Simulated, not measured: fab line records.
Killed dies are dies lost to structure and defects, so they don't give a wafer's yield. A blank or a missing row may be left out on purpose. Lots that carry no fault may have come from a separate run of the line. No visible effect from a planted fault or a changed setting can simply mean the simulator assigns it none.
Struck lot and sound lot, side by side | flow n5-finfet | 16 steps out of a route of 1938
Sound: wafers L135.1, L135.4, L135.6. The struck wafers were L127.1, L127.3, L127.4. At the end, the cause is stated.
For every step that has rows: the tool of each side, followed by ch and its chambers, followed by its first start. Under that, the readings that differ: sound wafers | struck wafers | difference of the means | sigmas: that difference in standard deviations of wafers without a fault.
alike: readings with means less than 2 such deviations apart, plus words and numbers identical on both sides. not compared: withheld readings, readings lacking a value on some wafer, bounds such as >300 that could conceal the same value, and numbers that have no deviation in the record and whose values overlap.
A row with sigmas, a row that says differs or no value, or rows on one side alone: a step with any of these is where the two part. Non-overlapping numbers with no deviation appear without sigmas and do not part them. A reading that every wafer of one side lacks parts them only if that side has two wafers or more.

first, 8 steps without rows for these wafers: N5_BEOL_M3_COAT_68 (time 60 s, resist thk 12 nm); N5_BEOL_M3_COAT_76 (time 60 s, resist thk 5 nm); N5_BEOL_M3_COAT_22 (resist thk 30 nm); N5_BEOL_M3_EBR_24; N5_BEOL_M3_SOFTBAKE_23 (time 60 s); N5_BEOL_M3_EXPOSE_25 (exposes mask V2, defocus 5 nm); N5_BEOL_M3_PEB_26 (peb time 60 s); N5_BEOL_M3_DEVELOP_27 (develop time 30 s).
N5_BEOL_M3_CD_MEAS_28: target cd 25.7 nm, target cd y 23.3 nm.
  sound on cd-sem-02 ch 0, day 10 19:41; struck on cd-sem-03 ch 0, day 8 19:09
  alike: cd-nm
N5_BEOL_M3_OVL_MEAS_29:
  sound on overlay-01 ch 0, day 10 19:43; struck on overlay-01 ch 0, day 8 19:11
  alike: V2_OVL
N5_BEOL_M3_INSPECT_30: inspects for defects (brightfield).
  sound on defect-inspect-01 at day 10 19:47; struck on defect-inspect-02 at day 8 19:14
  alike: raw-defect-count
N5_BEOL_M3_DESCUM_33: chemistry O2, time 7 s.
  sound on rie-diel-04 ch 0,1,2, day 10 19:49; struck on rie-diel-04 ch 0,1,3, day 8 19:16
  alike: drypump-motor-current-A, o2-flow-sccm, oes-product-au, rf-vpp-V, showerhead-plenum-p-Torr, throttle-valve-pct
  not compared: rf-hours-counter-h
N5_BEOL_M3_ETCH_77: etches underlayer in N2/H2, target depth 6.5 nm, time 5.2 s.
  sound on rie-diel-04 ch 0,1,2, day 10 19:51; struck on rie-diel-04 ch 0,1,3, day 8 19:18
  no value came back on the struck wafers for any of 9 readings (bias-w (W), chamber-pressure-mTorr (mTorr) and others); on the sound wafers bias-w (W) reads 150.2 150.2 149.3
  not compared: rf-hours-counter-h
N5_BEOL_M3_ETCH_69: etches SiARC in CF4, target depth 15.6 nm, time 26 s.
  sound on rie-diel-04 ch 0,1,2, day 10 19:52; struck on rie-diel-04 ch 0,1,3, day 8 19:19
  alike: bias-w, cf4-flow-sccm, drypump-motor-current-A, etch-rf-on-time-s, oes-product-au, rf-vpp-V, showerhead-plenum-p-Torr, throttle-valve-pct
  not compared: rf-hours-counter-h
N5_BEOL_M4_RC_MEAS_101:
  sound on prober-02 ch 0, day 11 20:16; struck on prober-01 ch 0, day 9 20:49
  alike: DIBL_N, DIBL_P, IOFF_N, IOFF_P, ION_N, ION_P, SS_N, SS_P, VT_N, VT_P
N5_PASSIVATION_PROBE_49:
  sound wafers here have rows in the record (prober-01, day 15 19:18); struck ones have none

== WHERE THEY PART ==
First at N5_BEOL_M3_ETCH_77; last, within this record, at N5_PASSIVATION_PROBE_49.

WHY: the cause the simulator had injected
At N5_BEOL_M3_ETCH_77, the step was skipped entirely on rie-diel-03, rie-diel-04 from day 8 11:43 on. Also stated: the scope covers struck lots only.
